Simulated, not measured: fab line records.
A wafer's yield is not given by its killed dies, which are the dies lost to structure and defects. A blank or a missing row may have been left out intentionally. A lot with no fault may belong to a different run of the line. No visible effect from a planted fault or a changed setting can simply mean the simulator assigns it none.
fab line records | flow n5_finfet
record: lots: 7 wafers: 21 last_day: 17
route steps=1938 shown BEOL_M13@1673 PASSIVATION@1936
lots untouched by any fault: they come from a run of this same line in which no faults occurred
start_h: hours from the record's first day to the start of the lot's first wafer shown | wait_h: hours from the lot's prior step to this one | " identical to the entry in the row above | L1.1+2: a row that stands for several wafers | - either no value or no given start | * or withheld: withheld | < > ~ a bound
route shown NAME@n: a module of which the file shows steps, and the number in the route of the first | usual: mean/standard deviation taken from wafers without a fault | same: alike in all rows | chamber/n: place in a boat | sites: the reading at each site | _std_site: the standard deviation of these | _edge_site: outer sites' mean less inner sites' | radius_mm: for every site, how far away it sits from the centre of the wafer | mask NAME#n: copy n | behind: the tool/chamber that last shaped the wafer | hold: what put the lot on hold/how long, in hours/how the hold closed | device: names the non-switching transistor (n, p or np) | end of line: the route-end tests of the same wafers | a step without rows: its recipe alone | killed: the dies lost at the first sort to structure and to defects; this is not the yield of the wafer | map: shows each die of a wafer: x if killed, . if not, _ if none is there
set.NAME: the run value of the setting; set.NAME@STEP: its run value at that earlier step | model.NAME: the simulator's own value behind a step, which no gauge read
lots at selected steps of the route; one table per step, one row per wafer
services: when a tool's chamber went out of use (start_h, in hours from the record's first day, below 0 if earlier), for how many hours, and the reason
== steps ==
step: N5_BEOL_M13_ETCH_59
recipe: chemistry: N2/H2 target: BARC target_depth_a: 890 overetch_a: 267 time_s: 67.9 ion_energy_ev: 200 pressure_mtorr: 30 source_w: 840 bias_w: 150 n2_flow_sccm: 200 h2_flow_sccm: 200
usual: bias_w: 150.0/0.42 drypump_motor_current_A: 5.7/0.41 oes_product_au: 0.66/0.068 rf_fwd_power_W: 834/3 rf_vpp_V: 522.8/2.5 showerhead_plenum_p_Torr: 2.50/0.087 throttle_valve_pct: 17.98/0.26
columns lot.wafer tool chamber start_h wait_h bias_w drypump_motor_current_A oes_product_au rf_fwd_power_W rf_hours_counter_h rf_vpp_V showerhead_plenum_p_Torr throttle_valve_pct
L703.1 rie_diel-02 3 265.66 0.0 150.3 5.4 0.69 831 99 524.5 2.54 17.63
L703.3 " 1 " " 149.8 5.6 0.65 836 168 520.1 2.43 18.13
L703.4 " 2 " " 150.3 5.9 0.63 840 166 525.0 2.53 17.94
L706.4 rie_diel-03 3 270.24 0.0 149.6 5.2 0.63 834 180 521.5 2.42 18.03
L706.5 " 1 " " 149.8 5.1 0.83 829 - 523.3 2.51 18.06
L706.6 " 2 " " 150.3 5.8 0.78 832 - 523.6 2.47 18.03
L715.3 rie_diel-02 3 321.88 0.0 150.1 5.3 0.67 830 118 524.8 2.54 17.63
L715.4 " 3 " " 150.1 5.4 0.68 834 - 524.6 2.54 17.63
L715.6 " 0 " " 150.1 5.6 0.74 832 - 523.3 2.60 17.60
L716.2 rie_diel-02 0 342.81 0.0 151.3 5.6 0.73 832 46 525.3 2.60 17.63
L716.3 " 1 " " 149.5 5.6 0.64 833 193 519.1 2.42 18.19
L716.5 " 0 " " 151.2 5.6 0.73 831 - 524.0 2.60 17.62
L714.1 rie_diel-01 0 343.09 0.0 150.2 6.4 0.61 833 224 521.5 2.49 17.70
L714.2 " 3 " " 149.9 6.1 0.59 835 249 518.5 2.39 18.48
L714.6 " 2 " " 150.0 6.1 0.61 829 - 525.4 2.63 17.73
L717.4 rie_diel-02 0 343.80 0.0 149.8 5.6 0.73 829 46 525.7 2.60 17.60
L717.5 " 0 " " 150.2 5.6 0.74 836 - 524.3 2.60 17.63
L717.6 " 1 " " 149.4 5.6 0.63 835 - 520.7 2.42 18.19
L723.3 rie_diel-01 1 371.21 0.0 150.9 5.3 0.61 837 217 520.2 2.41 18.24
L723.4 " 2 " " 149.8 6.1 0.60 836 220 525.7 2.62 17.75
L723.5 " 2 " " 150.6 6.1 0.60 836 - 526.7 2.62 17.74
step: N5_BEOL_M13_VIA_ETCH_16
recipe: chemistry: C4F8/O2/Ar target: SiOC pressure_mtorr: 30 source_w: 3000 bias_w: 700 Ar_flow_sccm: 400 C4F8_flow_sccm: 15 O2_flow_sccm: 8 he_inner_torr: 15 he_outer_torr: 30 target_depth_a: 9217 time_s: withheld ion_energy_ev: 250 ends: cleared
usual: bias_w: 699.8/1.9 drypump_motor_current_A: 5.7/0.41 oes_product_au: 0.69/0.081 rf_fwd_power_W: 2994/9.8 rf_vpp_V: 664/3.1 showerhead_plenum_p_Torr: 3.36/0.11 throttle_valve_pct: 24.24/0.27
columns lot.wafer tool chamber start_h wait_h bias_w drypump_motor_current_A oes_product_au rf_fwd_power_W rf_vpp_V showerhead_plenum_p_Torr throttle_valve_pct
L703.1 rie_diel-02 3 265.71 0.0 698.5 5.4 0.73 2999 667 3.45 24.08
L703.3 " 1 " " 702.5 5.6 0.67 2989 661 3.28 24.57
L703.4 " 2 " " 700.0 5.9 0.67 2983 665 3.42 24.31
L706.4 rie_diel-03 3 270.30 0.0 699.9 5.2 0.66 2996 663 3.27 24.39
L706.5 " 1 " " 698.8 5.1 0.90 2997 665 3.36 24.39
L706.6 " 2 " " 700.6 5.9 0.83 2991 663 3.29 24.18
L715.3 rie_diel-02 3 321.93 0.0 698.3 5.3 0.71 2985 666 3.44 24.10
L715.4 " 3 " " 700.9 5.4 0.71 2982 666 3.44 24.09
L715.6 " 0 " " 700.4 5.6 0.80 2997 668 3.50 24.02
L716.2 rie_diel-02 0 342.86 0.0 700.5 5.6 0.78 2999 668 3.50 24.03
L716.3 " 1 " " 698.8 5.6 0.65 3002 662 3.27 24.58
L716.5 " 0 " " 699.5 5.6 0.78 2989 667 3.50 24.02
L714.1 rie_diel-01 0 343.14 0.0 696.6 6.4 0.63 3004 664 3.35 23.94
L714.2 " 3 " " 700.2 6.1 0.61 2989 660 3.23 24.76
L714.6 " 2 " " 698.9 6.1 0.64 3005 668 3.49 23.83
L717.4 rie_diel-02 0 343.86 0.0 700.9 5.6 0.78 2981 668 3.50 24.03
L717.5 " 0 " " 703.5 5.6 0.78 2980 667 3.50 24.03
L717.6 " 1 " " 697.9 5.6 0.65 2987 662 3.27 24.60
L723.3 rie_diel-01 1 371.26 0.0 703.0 5.3 0.63 2997 662 3.22 24.33
L723.4 " 2 " " 697.6 6.1 0.62 2978 667 3.49 23.85
L723.5 " 2 " " 697.7 6.1 0.62 2994 669 3.48 23.84
step: N5_BEOL_M13_STRIP_63
recipe: chemistry: N2/H2 power_w: 1000 temp_c: 250 h2_frac: 0.65 overash_fraction: 0.3 pressure_mtorr: 1000 n2_flow_sccm: 1750 h2_flow_sccm: 3250
usual: drypump_motor_current_A: 5.61/0.25 heater_power_w: 360/33 oes_product_au: 0.674/0.0049 strip_time_to_endpoint_s: 27.9/1.3 temp_c: 250.00/0.16
columns lot.wafer tool chamber start_h wait_h drypump_motor_current_A heater_power_w oes_product_au rf_hours_counter_h strip_time_to_endpoint_s temp_c
L703.1 plasma_asher-01 1 265.95 - 5.54 385 0.672 72 26.8 249.97
L703.3 " 0 " " 5.85 378 0.673 - 25.7 250.08
L703.4 " 1 " " 5.53 393 0.667 - 27.5 249.82
L706.4 plasma_asher-01 0 270.56 - 5.86 379 0.674 - 28.3 250.08
L706.5 " 1 " " 5.55 392 0.677 - 24.9 250.03
L706.6 " 0 " " 5.84 379 0.673 - 27.4 250.12
L715.3 plasma_asher-02 1 322.19 - 5.79 367 0.681 - 30.1 250.10
L715.4 " 0 " " 5.21 298 0.674 - 28.7 250.21
L715.6 " 0 " " 5.20 302 0.681 - 29.4 249.88
L716.2 plasma_asher-01 1 343.14 - 5.53 391 0.673 89 26.6 250.15
L716.3 " 0 " " 5.86 361 0.673 - 28.3 249.78
L716.5 " 0 " " 5.85 374 0.676 - 27.7 250.05
L714.1 plasma_asher-01 0 343.37 - 5.86 369 0.662 89 26.7 249.95
L714.2 " 1 " " 5.55 393 0.672 89 26.5 249.81
L714.6 " 0 " " 5.86 368 0.670 - 25.8 249.76
L717.4 plasma_asher-02 0 344.11 - 5.21 301 0.668 - 28.6 249.66
L717.5 " 1 " " 5.78 378 0.669 - 27.2 249.88
L717.6 " 0 " " 5.20 300 0.682 - 27.8 249.93
L723.3 plasma_asher-01 1 371.52 - 5.56 388 0.676 - 29.1 249.90
L723.4 " 0 " " 5.84 380 0.670 - 28.7 250.09
L723.5 " 0 " " 5.85 377 0.677 - 29.3 249.93
step: N5_BEOL_M13_STRIP_64
recipe: chemistry: N2/H2 power_w: 1000 temp_c: 250 h2_frac: 0.65 overash_fraction: 0.3 pressure_mtorr: withheld n2_flow_sccm: 1750 h2_flow_sccm: 3250
usual: drypump_motor_current_A: 5.60/0.25 heater_power_w: 360/33 oes_product_au: 0.715/0.0046 strip_time_to_endpoint_s: 31.33/0.06 temp_c: 249.99/0.18
columns lot.wafer tool chamber start_h wait_h drypump_motor_current_A heater_power_w oes_product_au rf_hours_counter_h strip_time_to_endpoint_s temp_c
L703.1 plasma_asher-01 1 266.01 0.0 5.52 391 0.721 72 31.34 250.01
L703.3 " 0 " " 5.85 374 0.724 - 31.33 250.02
L703.4 " 1 " " 5.54 386 0.714 - 31.34 250.13
L706.4 plasma_asher-01 0 270.62 0.0 5.84 378 0.714 - 31.33 250.19
L706.5 " 1 " " 5.52 381 0.717 - 31.26 250.04
L706.6 " 0 " " 5.83 381 0.720 - 31.30 250.48
L715.3 plasma_asher-02 1 322.25 0.0 5.79 364 0.714 - 31.25 249.95
L715.4 " 0 " " 5.18 302 0.715 - 31.18 250.15
L715.6 " 0 " " 5.16 306 0.720 - 31.18 249.95
L716.2 plasma_asher-01 1 343.20 0.0 5.53 387 0.708 89 31.23 250.20
L716.3 " 0 " " 5.86 376 0.714 - 31.34 250.07
L716.5 " 0 " " 5.86 381 0.711 - 31.34 250.15
L714.1 plasma_asher-01 0 343.43 0.0 5.88 376 0.713 89 31.34 249.94
L714.2 " 1 " " 5.54 382 0.715 89 31.34 249.67
L714.6 " 0 " " 5.85 370 0.712 - 31.33 250.18
L717.4 plasma_asher-02 0 344.17 0.0 5.22 302 0.723 - 31.42 249.84
L717.5 " 1 " " 5.78 363 0.718 - 31.40 250.16
L717.6 " 0 " " 5.20 301 0.713 - 31.34 249.71
L723.3 plasma_asher-01 1 371.58 0.0 5.52 393 0.719 - 31.36 250.08
L723.4 " 0 " " 5.86 365 0.714 - 31.41 249.95
L723.5 " 0 " " 5.85 365 0.717 - 31.41 250.13
step: N5_BEOL_M13_STRIP_71
recipe: chemistry: post_etch_residue_remover time_s: 60 temp_c: 25 remover_ph: withheld remover_water_wt_pct: withheld remover_fluoride_wt_pct: withheld
step: N5_BEOL_M13_SRD_72
recipe: time_s: 30 temp_c: 23 rinse_liquid: diw dry: n2_spin spin_rpm: 1500 dry_time_s: 30
step: N5_BEOL_M13_CD_MEAS_17
recipe: target_cd_nm: 190 polarity: opening
usual: cd_nm: 189.8/2.3
columns lot.wafer tool chamber start_h wait_h cd_nm
L703.1 cd_sem-02 - 266.16 0.0 190.5
L703.3 " - " " 187.5
L703.4 " - " " 185.7
L706.4 cd_sem-02 - 270.76 0.0 186.9
L706.5 " - " " 190.9
L706.6 " - " " 193.2
L715.3 cd_sem-01 - 322.41 0.0 191.4
L715.4 " - " " 188.7
L715.6 " - " " 193.8
L716.2 cd_sem-03 - 343.35 0.0 193.2
L716.3 " - " " 191.1
L716.5 " - " " 190.4
L714.1 cd_sem-03 - 343.58 0.0 191.1
L714.2 " - " " 189.0
L714.6 " - " " 189.2
L717.4 cd_sem-01 - 344.30 0.0 189.2
L717.5 " - " " 185.9
L717.6 " - " " 186.9
L723.3 cd_sem-01 - 371.71 0.0 186.4
L723.4 " - " " 192.1
L723.5 " - " " 190.1
step: N5_BEOL_M13_COAT_65
recipe: resist: SOC temp_c: 250 time_s: 60 spin_rpm: 1500 resist_thk_nm: 350
step: N5_BEOL_M13_COAT_66
recipe: resist: SiARC temp_c: 220 time_s: 60 spin_rpm: 1500 resist_thk_nm: 110
step: N5_BEOL_M13_COAT_22
recipe: spin_rpm: 2888 resist_thk_nm: 300
step: N5_BEOL_M13_EBR_24
recipe: solvent: PGMEA ebr_width_mm: 1.5
step: N5_BEOL_M13_SOFTBAKE_23
recipe: temp_c: 130 time_s: 60
step: N5_BEOL_M13_EXPOSE_25
recipe: mask_id: M13 na: 0.93 source_shape: conventional sigma_outer: 0.4 polarization: unpolarized target_cd_nm: 210 dose_mj: 22
usual: reticle_temp_C: 23.02/0.1
columns lot.wafer tool chamber start_h wait_h mask reticle_temp_C model.BEOL_M13.overlay_x_nm
L703.1 krf_scanner-01 0 266.32 - M13#0 22.99 1.4
L703.3 " 0 " " M13#0 23.04 1.4
L703.4 " 0 " " M13#0 23.09 1.4
L706.4 krf_scanner-01 0 270.93 - M13#0 23.02 2.4
L706.5 " 0 " " M13#0 23.05 2.4
L706.6 " 0 " " M13#0 23.14 2.4
L715.3 krf_scanner-01 0 322.58 - M13#0 23.01 38.8
L715.4 " 0 " " M13#0 23.06 38.8
L715.6 " 0 " " M13#0 23.18 38.8
L716.2 krf_scanner-02 0 343.51 - M13#0 23.16 -0.6
L716.3 " 0 " " M13#0 23.16 -0.6
L716.5 " 0 " " M13#0 23.17 -0.6
L714.1 krf_scanner-01 0 343.86 - M13#0 23.01 31.8
L714.2 " 0 " " M13#0 22.92 31.8
L714.6 " 0 " " M13#0 22.99 31.8
L717.4 krf_scanner-01 0 344.47 - M13#0 23.05 38.4
L717.5 " 0 " " M13#0 22.88 38.4
L717.6 " 0 " " M13#0 22.97 38.4
L723.3 krf_scanner-02 0 371.99 - M13#0 22.91 0.8
L723.4 " 0 " " M13#0 22.76 0.8
L723.5 " 0 " " M13#0 23.06 0.8
step: N5_BEOL_M13_PEB_26
recipe: peb_temp_c: 130 peb_time_s: 90
step: N5_BEOL_M13_DEVELOP_27
recipe: develop_time_s: 45 rinse_liquid: diw dry: air_spin dev_temp_c: 21
step: N5_BEOL_M13_HARDBAKE_32
recipe: temp_c: 130 time_s: 120
step: N5_BEOL_M13_CD_MEAS_28
recipe: target_cd_nm: 209.5 landing_energy_ev: 500 detector: se_inlens
usual: cd_nm: 210.1/1.4
same: landing_energy_ev: 500
columns lot.wafer tool chamber start_h wait_h cd_nm
L703.1 cd_sem-01 0 266.49 - 211.0
L703.3 " 0 " " 211.2
L703.4 " 0 " " 210.3
L706.4 cd_sem-01 0 271.09 - 211.1
L706.5 " 0 " " 209.3
L706.6 " 0 " " 210.4
L715.3 cd_sem-01 0 322.74 - 210.2
L715.4 " 0 " " 210.3
L715.6 " 0 " " 211.4
L716.2 cd_sem-02 0 343.67 - 210.0
L716.3 " 0 " " 213.3
L716.5 " 0 " " 209.6
L714.1 cd_sem-02 0 344.03 - 209.4
L714.2 " 0 " " 209.9
L714.6 " 0 " " 210.3
L717.4 cd_sem-03 0 344.63 - 210.8
L717.5 " 0 " " 210.3
L717.6 " 0 " " 210.7
L723.3 cd_sem-02 0 372.16 - 211.8
L723.4 " 0 " " 211.1
L723.5 " 0 " " 208.2
step: N5_BEOL_M13_OVL_MEAS_29
recipe: points_per_wafer: 44
usual: M13_OVL: 1/6.8
columns lot.wafer tool chamber start_h wait_h M13_OVL[nm]
L703.1 overlay-01 0 266.52 0.0 1
L703.3 " 0 " " -2
L703.4 " 0 " " 2
L706.4 overlay-01 0 271.12 0.0 2
L706.5 " 0 " " 7
L706.6 " 0 " " 9
L715.3 overlay-01 0 322.77 0.0 40
L715.4 " 0 " " 31
L715.6 " 0 " " 38
L716.2 overlay-01 0 343.70 0.0 -2
L716.3 " 0 " " -1
L716.5 " 0 " " -3
L714.1 overlay-02 0 344.06 0.0 34
L714.2 " 0 " " 32
L714.6 " 0 " " 33
L717.4 overlay-02 0 344.66 0.0 46
L717.5 " 0 " " 39
L717.6 " 0 " " 48
L723.3 overlay-02 0 372.19 0.0 13
L723.4 " 0 " " 5
L723.5 " 0 " " 12
step: N5_BEOL_M13_INSPECT_30
recipe: mode: adi inspect_instrument: macro
usual: raw_defect_count: 2.0/1.3
columns lot.wafer tool chamber start_h wait_h raw_defect_count
L703.1 defect_inspect-01 - 266.54 0.0 2
L703.3 " - " " 0
L703.4 " - " " 5
L706.4 defect_inspect-02 - 271.14 0.0 4
L706.5 " - " " 0
L706.6 " - " " 2
L715.3 defect_inspect-02 - 322.79 0.0 1
L715.4 " - " " 3
L715.6 " - " " 3
L716.2 defect_inspect-01 - 343.73 0.0 1
L716.3 " - " " 3
L716.5 " - " " 2
L714.1 defect_inspect-02 - 344.09 0.0 1
L714.2 " - " " 2
L714.6 " - " " 3
L717.4 defect_inspect-02 - 344.68 0.0 2
L717.5 " - " " 2
L717.6 " - " " 1
L723.3 defect_inspect-01 - 372.21 0.0 2
L723.4 " - " " 1
L723.5 " - " " 1
step: N5_PASSIVATION_PROBE_49
usual: defect_limited_yield: 91.3/1.4 killed_at_M0_to_M3: 33/9.9 killed_at_M4_up: 15/5.6 killed_at_contacts: 13/5.7 killed_at_front_end: 38/12 killed_at_other: 4/3.1 killed_dies: 103/17 killed_open: 66/13 killed_short: 32/7.8 sort_bin_4_leakage: 0.02/0.16 sort_bin_5_function: 5.1/0.95 sort_bin_6_memory: 3.2/0.68 sort_bin_8_speed: 0.02/0.22 sort_n_pass: 1077/17 sort_yield_pct: 91.3/1.5
same: gross_dies: 1180 killed_at_back_side: 0
columns lot.wafer tool chamber start_h wait_h defect_limited_yield[%] killed_at_M0_to_M3 killed_at_M4_up killed_at_contacts killed_at_front_end killed_at_other killed_dies killed_open killed_short sort_bin_4_leakage[%] sort_bin_5_function[%] sort_bin_6_memory[%] sort_bin_8_speed[%] sort_n_pass sort_yield_pct[%]
L706.4 prober-01 - 298.80 0.2 92.0 29 16 14 29 6 94 56 33 0 4.4 3.3 0 1086 92.0
L706.5 prober-01 - 298.85 0.2 89.5 46 13 12 45 8 124 79 32 0 5.5 3.9 0.08 1055 89.4
L706.6 prober-01 - 298.90 0.3 92.2 29 8 25 28 2 92 66 26 0 5.2 2.5 0 1088 92.2
L703.1 prober-02 - 299.44 0.0 90.1 49 16 13 37 2 117 74 40 0 6.0 3.9 0 1063 90.1
L703.3 prober-02 - 299.54 0.1 92.8 36 10 6 31 2 85 63 21 0 4.8 1.8 0 1095 92.8
L703.4 prober-02 - 299.59 0.2 91.0 41 18 11 33 3 106 73 33 0 5.3 3.3 0 1074 91.0
L714.1 prober-02 - 371.59 0.0 86.9 58 19 11 65 2 155 102 51 1.44 8.0 4.9 0 1008 85.4
L714.2 prober-02 - 371.64 0.1 88.8 42 12 13 62 3 132 88 38 0 7.0 3.4 0 1048 88.8
L714.6 prober-02 - 371.84 0.3 89.8 32 17 26 42 3 120 77 41 0 6.1 3.6 0 1060 89.8
L716.2 prober-01 - 371.60 0.1 90.8 42 11 19 37 0 109 73 31 0 5.4 3.6 0 1071 90.8
L716.3 prober-01 - 371.65 0.1 93.1 27 12 7 31 4 81 53 27 0 3.8 2.8 0 1099 93.1
L716.5 prober-01 - 371.75 0.2 92.3 22 13 17 35 4 91 62 29 0 4.4 3.1 0 1089 92.3
L717.4 prober-01 - 379.96 0.2 92.3 21 14 16 32 8 91 70 19 0 4.9 2.6 0 1089 92.3
L717.5 prober-01 - 380.01 0.2 91.4 48 20 6 26 1 101 63 34 0 4.7 3.6 0 1079 91.4
L717.6 prober-01 - 380.06 0.3 89.4 55 18 8 43 1 125 81 43 0 5.4 4.5 0 1055 89.4
L723.3 prober-02 - 406.25 0.1 93.1 25 11 15 23 7 81 60 16 0 3.8 2.7 0 1099 93.1
L723.4 prober-02 - 406.30 0.2 93.9 19 17 12 22 2 72 40 29 0 3.1 2.5 0 1108 93.9
L723.5 prober-02 - 406.35 0.2 92.8 22 13 13 36 1 85 48 33 0 4.7 2.3 0 1095 92.8
killed by level:class
L706.4 MOL_CONTACT_COAG:geometric_particle:open=10 BEOL_M1:geometric_particle:open=8 GATE_CUT:geometric_particle:open=6 BEOL_M3:geometric_particle:open=6 DUMMY_GATE:geometric_particle:open=4 GATE_CUT:geometric_particle:short=4 MOL_CONTACT_COAG:geometric_particle:short=4 BEOL_M1:geometric_particle:short=4
L706.5 MOL_CONTACT_COAG:geometric_particle:open=11 FIN_SAQP:geometric_particle:open=9 HKMG_FIN:area_etch=9 BEOL_M1:geometric_particle:open=8 BEOL_M0_SAQP:geometric_particle:short=7 BEOL_M0:geometric_particle:open=7 BEOL_M5:geometric_particle:open=6 GATE_CUT:geometric_particle:short=5
L706.6 MOL_CONTACT_COAG:geometric_particle:open=21 BEOL_M1:geometric_particle:open=7 DUMMY_GATE:geometric_particle:open=6 BEOL_M2:geometric_particle:open=6 STARTING-WAFER:geometric_particle:short=5 FIN_SAQP:geometric_particle:short=4 MOL_CONTACT_COAG:geometric_particle:short=4 BEOL_M0_SAQP:geometric_particle:open=4
L703.1 FIN_SAQP:geometric_particle:short=15 BEOL_M0_SAQP:geometric_particle:open=13 MOL_CONTACT_COAG:geometric_particle:open=12 BEOL_M0_SAQP:geometric_particle:short=10 BEOL_M2:geometric_particle:open=7 BEOL_M3:geometric_particle:open=7 BEOL_M1:geometric_particle:open=5 BEOL_M4:geometric_particle:open=5
L703.3 BEOL_M2:geometric_particle:open=10 BEOL_M3:geometric_particle:open=9 BEOL_M1:geometric_particle:open=7 STI_FIN_REVEAL:geometric_particle:open=5 BEOL_M4:geometric_particle:open=5 FIN_SAQP:geometric_particle:open=4 DUMMY_GATE:geometric_particle:open=4 ILD0:geometric_particle:short=4
L703.4 BEOL_M0_SAQP:geometric_particle:open=11 FIN_SAQP:geometric_particle:short=10 BEOL_M5:geometric_particle:open=10 MOL_CONTACT_COAG:geometric_particle:open=9 BEOL_M2:geometric_particle:open=8 DUMMY_GATE:geometric_particle:open=7 BEOL_M1:geometric_particle:open=7 FIN_SAQP:geometric_particle:open=4
L714.1 BEOL_M0_SAQP:geometric_particle:short=24 FIN_SAQP:geometric_particle:open=21 BEOL_M0_SAQP:geometric_particle:open=21 STI_FIN_REVEAL:geometric_particle:open=15 BEOL_M4:geometric_particle:open=11 BEOL_M2:geometric_particle:open=8 MOL_CONTACT_COAG:geometric_particle:open=7 GATE_CUT:geometric_particle:short=7
L716.2 FIN_SAQP:geometric_particle:open=12 BEOL_M3:geometric_particle:open=11 MOL_CONTACT_COAG:geometric_particle:short=10 BEOL_M0_SAQP:geometric_particle:open=9 MOL_CONTACT_COAG:geometric_particle:open=8 STI_FIN_REVEAL:geometric_particle:open=8 BEOL_M0_SAQP:geometric_particle:short=7 BEOL_M4:geometric_particle:open=4
L714.2 STI_FIN_REVEAL:geometric_particle:open=26 BEOL_M0_SAQP:geometric_particle:open=18 BEOL_M0_SAQP:geometric_particle:short=12 MOL_CONTACT_COAG:geometric_particle:open=11 FIN_SAQP:geometric_particle:open=8 GATE_CUT:geometric_particle:short=6 STI_FIN_REVEAL:geometric_particle:short=5 BEOL_M1:geometric_particle:short=5
L716.3 FIN_SAQP:geometric_particle:open=7 MOL_CONTACT_COAG:geometric_particle:open=7 BEOL_M0_SAQP:geometric_particle:open=7 BEOL_M1:geometric_particle:open=5 DUMMY_GATE:geometric_particle:open=4 GATE_CUT:geometric_particle:short=4 BEOL_M0_SAQP:geometric_particle:short=4 GATE_CUT:geometric_particle:open=3
L716.5 MOL_CONTACT_COAG:geometric_particle:open=12 FIN_SAQP:geometric_particle:open=7 STI_FIN_REVEAL:geometric_particle:open=6 MOL_CONTACT_COAG:geometric_particle:short=5 BEOL_M1:geometric_particle:open=5 BEOL_M3:geometric_particle:open=5 BEOL_M4:geometric_particle:open=5 STI_FIN_REVEAL:geometric_particle:short=3
L714.6 MOL_CONTACT_COAG:geometric_particle:open=21 BEOL_M0_SAQP:geometric_particle:open=12 BEOL_M0_SAQP:geometric_particle:short=9 FIN_SAQP:geometric_particle:open=6 BEOL_M4:geometric_particle:open=6 FIN_SAQP:geometric_particle:short=5 STI_FIN_REVEAL:geometric_particle:open=5 GATE_CUT:geometric_particle:short=5
L717.4 MOL_CONTACT_COAG:geometric_particle:open=12 DUMMY_GATE:geometric_particle:open=10 STI_FIN_REVEAL:geometric_particle:open=7 BEOL_M2:geometric_particle:open=7 BEOL_M3:geometric_particle:open=6 BEOL_M5:geometric_particle:open=6 BEOL_M4:geometric_particle:open=5 MOL_CONTACT_COAG:geometric_particle:short=4
L717.5 BEOL_M2:geometric_particle:open=12 STI_FIN_REVEAL:geometric_particle:open=11 BEOL_M4:geometric_particle:open=10 BEOL_M0_SAQP:geometric_particle:short=9 BEOL_M0:geometric_particle:open=7 BEOL_M1:geometric_particle:open=6 MOL_CONTACT_COAG:geometric_particle:open=5 BEOL_M2:geometric_particle:short=5
L717.6 BEOL_M2:geometric_particle:open=17 BEOL_M0_SAQP:geometric_particle:short=15 STI_FIN_REVEAL:geometric_particle:open=12 BEOL_M0_SAQP:geometric_particle:open=9 FIN_SAQP:geometric_particle:open=8 DUMMY_GATE:geometric_particle:open=7 MOL_CONTACT_COAG:geometric_particle:open=5 BEOL_M4:geometric_particle:open=5
L723.3 MOL_CONTACT_COAG:geometric_particle:open=13 STI_FIN_REVEAL:geometric_particle:open=9 BEOL_M2:geometric_particle:open=9 BEOL_M4:geometric_particle:open=8 BEOL_M1:geometric_particle:open=7 MIM_TOP:geometric_particle:short=4 BEOL_M0_SAQP:geometric_particle:open=3 BEOL_M6:geometric_particle:open=3
L723.4 BEOL_M2:geometric_particle:open=7 MOL_CONTACT_COAG:geometric_particle:open=7 GATE_CUT:geometric_particle:short=6 FIN_SAQP:geometric_particle:short=5 MOL_CONTACT_COAG:geometric_particle:short=5 BEOL_M0_SAQP:geometric_particle:short=4 BEOL_M5:geometric_particle:open=4 STI_FIN_REVEAL:geometric_particle:open=3
L723.5 MOL_CONTACT_COAG:geometric_particle:open=10 FIN_SAQP:geometric_particle:open=7 STI_FIN_REVEAL:geometric_particle:open=6 BEOL_M2:geometric_particle:open=6 STARTING-WAFER:geometric_particle:short=5 FIN_SAQP:geometric_particle:short=4 BEOL_M0_SAQP:geometric_particle:short=4 BEOL_M0_SAQP:geometric_particle:open=4
== services ==
columns tool chamber start_h hours kind
rie_diel-03 1 245.77 - clean
rie_diel-03 1 245.77 - consumable_replace:focus_ring
krf_scanner-01 - 274.27 1.3 pm
krf_scanner-01 - 275.57 4.4 pm
krf_scanner-02 - 279.95 1.0 pm
plasma_asher-01 - 282.67 0.6 repair
rie_diel-02 1 285.26 2.9 repair
krf_scanner-01 0 292.04 - calibration
rie_diel-02 2 311.15 15.1 repair
rie_diel-03 2 315.58 9.5 repair
krf_scanner-02 - 318.30 0.8 pm
plasma_asher-01 - 318.58 2.3 repair
krf_scanner-02 - 320.17 0.3 repair
krf_scanner-02 - 324.16 1.3 pm
krf_scanner-02 - 327.39 0.8 repair
krf_scanner-01 - 339.20 1.0 pm
plasma_asher-02 - 339.60 4.3 pm
rie_diel-01 3 344.62 - clean
rie_diel-01 3 344.62 - consumable_replace:focus_ring
rie_diel-01 3 344.62 - consumable_replace:showerhead
rie_diel-01 3 344.62 16.0 scheduled_down
rie_diel-01 3 344.62 16.0 vent_cycle
rie_diel-01 - 347.50 0.1 repair
rie_diel-02 - 355.65 15.6 pm
== key ==
first_sign: step: N5_BEOL_M13_OVL_MEAS_29 reading: M13_OVL direction: up sigmas: 5.5 usual: 1 struck: 38
effect none on later readings
model_effect: step: N5_BEOL_M13_EXPOSE_25 value: BEOL_M13.overlay_x_nm without: 3.867 struck: 36.33
met_at N5_BEOL_M13_EXPOSE_25
struck_wafers L714.1,L714.2,L714.6,L715.3,L715.4,L715.6,L717.4,L717.5,L717.6
onset_between 270.93 322.58
fault: kind: scanner_matching_overlay tool: krf_scanner-01 chamber: - onset_h: 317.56 steps: N5_BEOL_M13_EXPOSE_25 offset: 32.444
